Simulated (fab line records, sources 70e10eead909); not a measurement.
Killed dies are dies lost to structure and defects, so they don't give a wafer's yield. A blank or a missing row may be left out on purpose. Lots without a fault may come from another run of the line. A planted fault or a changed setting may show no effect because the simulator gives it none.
fab line records | flow nand_harc
record lots=6 wafers=18 last_day=22
route steps=1159 shown A_ONON_D1@430 END@1159
lots that met no fault: from a run of the same line without faults
start_h: hours from the record's first day to the start of the lot's first wafer shown | wait_h: hours since the lot's step before | " the same as in the row above | L1.1+2: a row that stands for several wafers | - no value, or no start given | * or withheld: withheld | < > ~ a bound
route shown NAME@n: a module of which the file shows steps, and the number in the route of the first | usual: mean/standard deviation of fault-free wafers | same: alike in all rows | chamber/n: place in a boat | sites: the reading at each site | _std_site: their standard deviation | _edge_site: outer sites' mean less inner sites' | radius_mm: how far each site lies from the wafer's centre | mask NAME#n: copy n | behind: the tool/chamber that last shaped the wafer | hold: why the lot was held/for how many hours/how that ended | device: the transistor (n, p or np) that didn't switch | end of line: the same wafers' tests at the end of the route | a step without rows: its recipe alone | killed: dies lost to structure and defects at the first sort, not the wafer's yield | map: a wafer's dies, x killed, . not, _ none there
set.NAME: the setting as run; set.NAME@STEP: as run at that earlier step | model.NAME: the simulator's own value behind a step, which no gauge read
lots at some steps of the route; a table a step, a row a wafer
services: from which hour (start_h, from the record's first day; less than 0 if before it) a tool's chamber was out of use, for how many hours, and why
## steps
# step NHARC_A_ONON_D1_DEP_09
# recipe target_thk_a=10000 n2_flow_sccm=2750 n2o_flow_sccm=2000 nh3_flow_sccm=500 sih4_flow_sccm=210 temp_c=400
# step NHARC_A_ONON_D1_THK_MEAS_11
# recipe thk_meas_gauge=ellipsometry
# usual thk_nm=998/11
# columns lot.wafer tool chamber start_h wait_h thk_nm
L864.3 film_metro-01 - 188.15 - 1009
L864.4 " - " " 1009
L864.6 " - " " 1007
L868.1 film_metro-02 - 207.00 - 990
L868.4 " - " " 991
L868.6 " - " " 991
L869.3 film_metro-01 - 217.82 - 1011
L869.4 " - " " 1010
L869.5 " - " " 1009
L872.2 film_metro-02 - 233.97 - 998
L872.3 " - " " 999
L872.5 " - " " 998
L871.3 film_metro-01 - 233.98 - 993
L871.4 " - " " 995
L871.5 " - " " 995
L874.2 film_metro-01 - 261.88 - 1002
L874.3 " - " " 1003
L874.6 " - " " 1004
# step NHARC_A_ONON_D1_DEP_12
# recipe target_thk_a=10000 n2_flow_sccm=2750 n2o_flow_sccm=2000 nh3_flow_sccm=500 sih4_flow_sccm=210 temp_c=400
# step NHARC_A_ONON_D1_THK_MEAS_14
# recipe thk_meas_gauge=ellipsometry
# usual thk_nm=1000/12
# columns lot.wafer tool chamber start_h wait_h thk_nm
L864.3 film_metro-01 - 188.72 - 1008
L864.4 " - " " 1006
L864.6 " - " " 1008
L868.1 film_metro-01 - 207.58 - 1012
L868.4 " - " " 1011
L868.6 " - " " 1013
L869.3 film_metro-01 - 218.39 - 1000
L869.4 " - " " 1000
L869.5 " - " " 1000
L872.2 film_metro-02 - 234.54 - 990
L872.3 " - " " 991
L872.5 " - " " 992
L871.3 film_metro-01 - 234.55 - 1020
L871.4 " - " " 1021
L871.5 " - " " 1022
L874.2 film_metro-02 - 262.47 - 1011
L874.3 " - " " 1013
L874.6 " - " " 1012
# step NHARC_A_ONON_D1_ANNEAL_15
# recipe temp_c=750 time_s=3600
# step NHARC_A_ONON_D1_DEP_16
# recipe target_thk_a=10000 n2_flow_sccm=2750 n2o_flow_sccm=2000 nh3_flow_sccm=500 sih4_flow_sccm=210 temp_c=400
# step NHARC_A_ONON_D1_THK_MEAS_18
# recipe thk_meas_gauge=ellipsometry
# usual thk_nm=1002/7.8
# columns lot.wafer tool chamber start_h wait_h thk_nm
L864.3 film_metro-02 - 197.61 - 1010
L864.4 " - " " 1011
L864.6 " - " " 1011
L868.1 film_metro-01 - 214.52 - 1004
L868.4 " - " " 1006
L868.6 " - " " 1006
L869.3 film_metro-01 - 225.40 - 997
L869.4 " - " " 998
L869.5 " - " " 997
L871.3 film_metro-02 - 241.72 - 1014
L871.4 " - " " 1014
L871.5 " - " " 1014
L872.2 film_metro-02 - 241.73 - 999
L872.3 " - " " 999
L872.5 " - " " 1000
L874.2 film_metro-01 - 269.61 - 998
L874.3 " - " " 999
L874.6 " - " " 997
# step NHARC_A_ONON_D1_DEP_19
# recipe target_thk_a=10000 n2_flow_sccm=2750 n2o_flow_sccm=2000 nh3_flow_sccm=500 sih4_flow_sccm=210 temp_c=400
# step NHARC_A_ONON_D1_THK_MEAS_21
# recipe thk_meas_gauge=ellipsometry
# usual thk_nm=1001/8.4
# columns lot.wafer tool chamber start_h wait_h thk_nm
L864.3 film_metro-02 - 198.21 - 1001
L864.4 " - " " 1000
L864.6 " - " " 1002
L868.1 film_metro-02 - 215.09 - 1004
L868.4 " - " " 1002
L868.6 " - " " 1003
L869.3 film_metro-01 - 225.97 - 1015
L869.4 " - " " 1017
L869.5 " - " " 1015
L871.3 film_metro-02 - 242.28 - 1012
L871.4 " - " " 1010
L871.5 " - " " 1012
L872.2 film_metro-02 - 242.31 - 1008
L872.3 " - " " 1010
L872.5 " - " " 1008
L874.2 film_metro-01 - 270.17 - 989
L874.3 " - " " 987
L874.6 " - " " 989
# step NHARC_A_ONON_D1_DEP_22
# recipe target_thk_a=10000 n2_flow_sccm=2750 n2o_flow_sccm=2000 nh3_flow_sccm=500 sih4_flow_sccm=210 temp_c=400
# step NHARC_A_ONON_D1_THK_MEAS_24
# recipe thk_meas_gauge=ellipsometry
# usual thk_nm=999/12
# columns lot.wafer tool chamber start_h wait_h thk_nm
L864.3 film_metro-02 - 198.78 - 997
L864.4 " - " " 996
L864.6 " - " " 995
L868.1 film_metro-01 - 215.65 - 1006
L868.4 " - " " 1008
L868.6 " - " " 1006
L869.3 film_metro-01 - 226.54 - 999
L869.4 " - " " 1000
L869.5 " - " " 998
L871.3 film_metro-01 - 242.84 - 1009
L871.4 " - " " 1008
L871.5 " - " " 1009
L872.2 film_metro-02 - 243.19 - 999
L872.3 " - " " 1000
L872.5 " - " " 1002
L874.2 film_metro-02 - 270.74 - 981
L874.3 " - " " 981
L874.6 " - " " 981
# step NHARC_A_ONON_D1_DEP_25
# recipe target_thk_a=10000 n2_flow_sccm=2750 n2o_flow_sccm=2000 nh3_flow_sccm=500 sih4_flow_sccm=210 temp_c=400
# usual nh3_flow_sccm=499.7/1.6 sih4_flow_sccm=210.1/0.6
# columns lot.wafer tool chamber start_h wait_h nh3_flow_sccm sih4_flow_sccm
L864.3 pecvd_onon-02 0 198.95 0.2 501.4 210.5
L864.4 " 0 " " 499.2 210.6
L864.6 " 0 " " 500.4 210.7
L868.1 pecvd_onon-04 0 215.84 0.2 497.7 210.2
L868.4 " 0 " " 498.5 209.6
L868.6 " 0 " " 499.6 210.2
L869.3 pecvd_onon-01 0 226.71 0.2 499.5 210.0
L869.4 " 0 " " 499.0 210.2
L869.5 " 0 " " 499.7 208.9
L871.3 pecvd_onon-01 0 243.02 0.2 499.9 211.1
L871.4 " 0 " " 499.5 210.5
L871.5 " 0 " " 499.3 210.6
L872.2 pecvd_onon-01 0 243.31 0.1 499.0 209.7
L872.3 " 0 " " 499.1 210.1
L872.5 " 0 " " 499.7 209.3
L874.2 pecvd_onon-04 0 270.85 0.1 499.4 209.9
L874.3 " 0 " " 498.9 210.4
L874.6 " 0 " " 499.8 210.0
# step NHARC_A_ONON_D1_THK_MEAS_27
# recipe thk_meas_gauge=ellipsometry
# usual thk_nm=996/11
# columns lot.wafer tool chamber start_h wait_h thk_nm
L864.3 film_metro-01 - 199.34 - 996
L864.4 " - " " 996
L864.6 " - " " 996
L868.1 film_metro-01 - 216.35 - 1005
L868.4 " - " " 1004
L868.6 " - " " 1005
L869.3 film_metro-01 - 227.11 - 1002
L869.4 " - " " 1002
L869.5 " - " " 1000
L871.3 film_metro-02 - 243.41 - 585
L871.4 " - " " 584
L871.5 " - " " 587
L872.2 film_metro-01 - 243.76 - 593
L872.3 " - " " 592
L872.5 " - " " 591
L874.2 film_metro-01 - 271.30 - 998
L874.3 " - " " 999
L874.6 " - " " 998
# step NHARC_A_ONON_D1_DEP_28
# recipe target_thk_a=10000 n2_flow_sccm=2750 n2o_flow_sccm=2000 nh3_flow_sccm=500 sih4_flow_sccm=210 temp_c=400
# step NHARC_END_SORT_01
# recipe temp_c=25
# usual killed_at_array=27/11 killed_at_other=0.7/1.1 killed_at_periphery=3.6/2.4 killed_dies=32/11 killed_open=3.3/1.8 killed_short=2.1/1.5
# same gross_dies=677
# columns lot.wafer tool chamber start_h wait_h killed_at_array killed_at_other killed_at_periphery killed_dies killed_open killed_short
L871.3 prober-01 0 511.52 3.1 674 0 3 677 0 2
L871.4 prober-01 0 512.32 3.4 677 0 0 677 4 0
L871.5 prober-01 0 513.12 3.7 675 0 2 677 5 0
L872.2 prober-01 0 518.56 2.8 671 1 5 677 4 6
L872.3 prober-01 0 519.37 3.1 675 0 2 677 5 3
L872.5 prober-01 0 520.97 3.7 675 0 2 677 4 0
# killed by level:class
L871.3 A_ONON_D1:area_dep=635 A_SLIT:chamber_film_flake=23 A_CONTACT:chamber_film_flake=10 A_CHANNEL_HOLE_D1:chamber_film_flake=4 P_ZERO_WELL:geometric_particle:short=1 A_CONTACT:geometric_particle:short=1 P_ZERO_WELL:chamber_film_flake=1 P_M1:chamber_film_flake=1
L871.4 A_ONON_D1:area_dep=647 A_SLIT:chamber_film_flake=10 A_CONTACT:chamber_film_flake=9 A_CHANNEL_HOLE_D1:chamber_film_flake=4 A_STAIRCASE:chamber_film_flake=3 A_ONON_D1:geometric_particle:open=1 A_CHANNEL_HOLE_D1:geometric_particle:open=1 A_WL_FILL:geometric_particle:open=1
L871.5 A_ONON_D1:area_dep=646 A_SLIT:chamber_film_flake=14 A_CONTACT:chamber_film_flake=8 A_M0:geometric_particle:open=2 A_STAIRCASE:chamber_film_flake=2 P_GATE:geometric_particle:open=1 A_ONON_D1:geometric_particle:open=1 A_WL_FILL:geometric_particle:open=1
L872.2 A_ONON_D1:area_dep=653 A_CONTACT:chamber_film_flake=5 A_CHANNEL_HOLE_D1:chamber_film_flake=4 A_WL_FILL:chamber_film_flake=3 P_CONTACT:geometric_particle:short=1 P_CONTACT:geometric_particle:open=1 P_M1:geometric_particle:short=1 P_M2:geometric_particle:short=1
L872.3 A_ONON_D1:area_dep=642 A_CHANNEL_HOLE_D1:chamber_film_flake=17 A_CONTACT:chamber_film_flake=4 A_CHANNEL_FILL_D1:geometric_particle:open=3 A_WL_FILL:chamber_film_flake=3 A_STAIRCASE:chamber_film_flake=2 P_CONTACT:geometric_particle:open=1 A_CHANNEL_FILL_D1:geometric_particle:short=1
L872.5 A_ONON_D1:area_dep=651 A_CHANNEL_HOLE_D1:chamber_film_flake=14 A_CONTACT:chamber_film_flake=5 A_STAIRCASE:chamber_film_flake=2 P_GATE:geometric_particle:open=1 P_CONTACT:geometric_particle:open=1 A_ONON_D1:geometric_particle:open=1 A_CONTACT:geometric_particle:open=1
# map L871.3 (x killed, . not)
____________x____________
_________xxxxxxx_________
_______xxxxxxxxxxx_______
______xxxxxxxxxxxxx______
_____xxxxxxxxxxxxxxx_____
____xxxxxxxxxxxxxxxxx____
____xxxxxxxxxxxxxxxxx____
___xxxxxxxxxxxxxxxxxxx___
___xxxxxxxxxxxxxxxxxxx___
__xxxxxxxxxxxxxxxxxxxxx__
__xxxxxxxxxxxxxxxxxxxxx__
_xxxxxxxxxxxxxxxxxxxxxxx_
_xxxxxxxxxxxxxxxxxxxxxxx_
_xxxxxxxxxxxxxxxxxxxxxxx_
_xxxxxxxxxxxxxxxxxxxxxxx_
_xxxxxxxxxxxxxxxxxxxxxxx_
xxxxxxxxxxxxxxxxxxxxxxxxx
xxxxxxxxxxxxxxxxxxxxxxxxx
xxxxxxxxxxxxxxxxxxxxxxxxx
xxxxxxxxxxxxxxxxxxxxxxxxx
xxxxxxxxxxxxxxxxxxxxxxxxx
_xxxxxxxxxxxxxxxxxxxxxxx_
_xxxxxxxxxxxxxxxxxxxxxxx_
_xxxxxxxxxxxxxxxxxxxxxxx_
_xxxxxxxxxxxxxxxxxxxxxxx_
_xxxxxxxxxxxxxxxxxxxxxxx_
__xxxxxxxxxxxxxxxxxxxxx__
__xxxxxxxxxxxxxxxxxxxxx__
___xxxxxxxxxxxxxxxxxxx___
___xxxxxxxxxxxxxxxxxxx___
____xxxxxxxxxxxxxxxxx____
____xxxxxxxxxxxxxxxxx____
_____xxxxxxxxxxxxxxx_____
______xxxxxxxxxxxxx______
_______xxxxxxxxxxx_______
_________xxxxxxx_________
____________x____________
# map L872.2 (x killed, . not)
____________x____________
_________xxxxxxx_________
_______xxxxxxxxxxx_______
______xxxxxxxxxxxxx______
_____xxxxxxxxxxxxxxx_____
____xxxxxxxxxxxxxxxxx____
____xxxxxxxxxxxxxxxxx____
___xxxxxxxxxxxxxxxxxxx___
___xxxxxxxxxxxxxxxxxxx___
__xxxxxxxxxxxxxxxxxxxxx__
__xxxxxxxxxxxxxxxxxxxxx__
_xxxxxxxxxxxxxxxxxxxxxxx_
_xxxxxxxxxxxxxxxxxxxxxxx_
_xxxxxxxxxxxxxxxxxxxxxxx_
_xxxxxxxxxxxxxxxxxxxxxxx_
_xxxxxxxxxxxxxxxxxxxxxxx_
xxxxxxxxxxxxxxxxxxxxxxxxx
xxxxxxxxxxxxxxxxxxxxxxxxx
xxxxxxxxxxxxxxxxxxxxxxxxx
xxxxxxxxxxxxxxxxxxxxxxxxx
xxxxxxxxxxxxxxxxxxxxxxxxx
_xxxxxxxxxxxxxxxxxxxxxxx_
_xxxxxxxxxxxxxxxxxxxxxxx_
_xxxxxxxxxxxxxxxxxxxxxxx_
_xxxxxxxxxxxxxxxxxxxxxxx_
_xxxxxxxxxxxxxxxxxxxxxxx_
__xxxxxxxxxxxxxxxxxxxxx__
__xxxxxxxxxxxxxxxxxxxxx__
___xxxxxxxxxxxxxxxxxxx___
___xxxxxxxxxxxxxxxxxxx___
____xxxxxxxxxxxxxxxxx____
____xxxxxxxxxxxxxxxxx____
_____xxxxxxxxxxxxxxx_____
______xxxxxxxxxxxxx______
_______xxxxxxxxxxx_______
_________xxxxxxx_________
____________x____________
## services
# columns tool chamber start_h hours kind
pecvd_onon-01 - 195.00 13.0 pm
pecvd_onon-04 - 237.09 13.0 pm
## key
first_sign step=NHARC_A_ONON_D1_THK_MEAS_27 reading=thk_nm direction=down sigmas=37 usual=996 struck=589
effect step=NHARC_END_SORT_01 reading=killed_at_array direction=up sigmas=60 usual=27 struck=674
more_kills_born_at NHARC_A_ONON_D1_DEP_25@pecvd_onon-01=3874
met_at NHARC_A_ONON_D1_DEP_25
struck_wafers L871.3,L871.4,L871.5,L872.2,L872.3,L872.5
later_rows_left_out L871.3,L871.4,L871.5,L872.2,L872.3,L872.5
tester_left_out L871,L872
fault kind=process_parameter_drift tool=pecvd_onon-01 chamber=0 onset_h=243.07 steps=NHARC_A_ONON_D1_DEP_25 channel=target_thk_a offset=* shape=step end_h=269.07 acts_in=* stated=*
# tester_left_out: of these lots the tester's yield and bins aren't shown, on N5 and GAA mostly nor the transistor test; their killed dies are dies lost to structure and defects alone, not to doping, threshold or leakage, so they don't give the yield
# later_rows_left_out: the simulator's readings of these wafers behind a module that went badly wrong aren't trusted and aren't shown, but for the sort
